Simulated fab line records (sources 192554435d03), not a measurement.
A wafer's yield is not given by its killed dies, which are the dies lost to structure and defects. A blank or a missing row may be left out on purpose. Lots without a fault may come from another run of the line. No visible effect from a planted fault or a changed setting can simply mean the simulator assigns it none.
Split-lot study ; flow n5Finfet ; 7 lots, 39 wafers read, on a route of 1938 steps

## THE SPLIT ITSELF
At N5_SD_EPI_N_EPI_21 (deposits Si:P, time 690 s), the setting timeS was moved away from the recipe's 690 s on 12 of the 39 wafers read, by -50.5% to +41.8%. The other wafers ran this setting at the recipe's value.

## FROM THE SPLIT TO THE READING: what the file shows between them, 5 steps
- N5_SD_EPI_N_EPI_MEAS_23
- N5_SD_EPI_N_PRECLEAN_24: cleans in O3/DIW, time 60 s
- N5_SD_EPI_N_SRD_25: time 30 s
- N5_SD_ACTIVATION_RTA_00: time 0 s
- N5_SD_ACTIVATION_LSA_01: time 0.0008 s

## THE READING
At N5_SD_ACTIVATION_RS_MEAS_03, a four-point-probe measurement gives RS_SD_N in ohm/sq. Typical for fault-free wafers on this fab line: 21.82 ohm/sq, with standard deviation 0.25 ohm/sq.

wafer;tool, chamber at the split;timeS as run, s;against the recipe;RS_SD_N, ohm/sq;against lot-mates on the recipe
L075.1;epiRpcvd-03, 0;821.4;+19.0%;19.02;-2.11
L075.2;epiRpcvd-03, 0;821.4;+19.0%;18.87;-2.26
L075.3;epiRpcvd-03, 0;690;recipe;21.03;-
L075.4;epiRpcvd-03, 0;690;recipe;20.91;-
L075.5;epiRpcvd-03, 0;690;recipe;21.44;-
L075.6;epiRpcvd-03, 0;821.4;+19.0%;18.91;-2.22
L079.1;epiRpcvd-02, 0;929.9;+34.8%;17.89;-4.16
L079.2;epiRpcvd-02, 0;690;recipe;22.14;-
L079.3;epiRpcvd-02, 0;929.9;+34.8%;17.72;-4.33
L079.4;epiRpcvd-02, 0;690;recipe;22.04;-
L079.5;epiRpcvd-02, 0;929.9;+34.8%;17.64;-4.41
L079.6;epiRpcvd-02, 0;690;recipe;21.98;-
L080.1;epiRpcvd-02, 0;690;recipe;21.80;-
L080.2;epiRpcvd-02, 0;690;recipe;22.10;-
L080.3;epiRpcvd-02, 0;690;recipe;21.88;-
L080.4;epiRpcvd-02, 0;690;recipe;21.72;-
L080.5;epiRpcvd-02, 0;690;recipe;21.86;-
L080.6;epiRpcvd-02, 0;690;recipe;21.90;-
L085.1;epiRpcvd-03, 0;690;recipe;21.87;-
L085.2;epiRpcvd-03, 0;690;recipe;21.79;-
L085.4;epiRpcvd-03, 0;690;recipe;21.73;-
L089.1;epiRpcvd-01, 0;978.6;+41.8%;17.14;-4.81
L089.2;epiRpcvd-01, 0;978.6;+41.8%;17.20;-4.75
L089.3;epiRpcvd-01, 0;690;recipe;22.34;-
L089.4;epiRpcvd-01, 0;690;recipe;21.64;-
L089.5;epiRpcvd-01, 0;690;recipe;21.87;-
L089.6;epiRpcvd-01, 0;978.6;+41.8%;17.04;-4.91
L090.1;epiRpcvd-03, 0;690;recipe;22.06;-
L090.2;epiRpcvd-03, 0;690;recipe;22.01;-
L090.3;epiRpcvd-03, 0;341.5;-50.5%;40.98;+18.97
L090.4;epiRpcvd-03, 0;341.5;-50.5%;40.95;+18.94
L090.5;epiRpcvd-03, 0;690;recipe;21.96;-
L090.6;epiRpcvd-03, 0;341.5;-50.5%;40.97;+18.96
L097.1;epiRpcvd-02, 0;690;recipe;21.20;-
L097.2;epiRpcvd-02, 0;690;recipe;21.50;-
L097.3;epiRpcvd-02, 0;690;recipe;21.08;-
L097.4;epiRpcvd-02, 0;690;recipe;21.31;-
L097.5;epiRpcvd-02, 0;690;recipe;21.51;-
L097.6;epiRpcvd-02, 0;690;recipe;21.29;-

FIT RESULTS
A straight line over all 39 wafers: RS_SD_N changes by -0.242 ohm/sq for each +1% of timeS; r = -0.90; the points scatter about the line by 2.5 ohm/sq.
The same after taking each lot's own level away (the mean of its wafers on the recipe; 39 wafers): -0.241 ohm/sq for each +1%; r = -0.91; scatter 2.4 ohm/sq.
The reading moves by 12 ohm/sq for the largest change in timeS, on that fit.
The span of the lots' own levels, 21.127 to 22.053 ohm/sq, comes to 3.7 times the standard deviation stated above.
The two slopes agree, so the slope changes little with the lot-to-lot level.
Check: with one of the wafers moved furthest among these (-50.5%) left out of the fit, the line predicts +12.3 ohm/sq for it against its lot-mates. Against them it came out at +19 ohm/sq.

## ADDITIONAL SPLITS CARRIED BY THESE WAFERS
These wafers also went through other splits before the reading. Each is held against what the fit with the lots' levels taken away leaves over:
other split on the same wafers;wafers away from the commonest value;r with RS_SD_N (lot level and that fit taken away)
N5_FIN_SAQP_ETCH_65 timeS;18;-0.27

## THE WHOLE CHAIN: every reading that the file lists as answering this split, in the file's order
step;what it does;reading;change (the file's fit);r (the file's)
N5_SD_EPI_N_EPI_21;deposits Si:P, time 690 s;Si-P_of_SD_EPI_N_EPI_21.thkNm (the simulator's own value, which no gauge read);+0.463 nm for each +1% of the setting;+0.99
N5_SD_EPI_N_EPI_MEAS_23;;thkNm;withheld for each +1% of the setting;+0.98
N5_SD_ACTIVATION_RS_MEAS_03;measures by four-point-probe;RS_SD_N;-0.23 for each +1% of the setting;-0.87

## FILE'S OWN FIT
RS_SD_N changes by -0.23 ohm/sq for each +1% of timeS, r = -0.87.
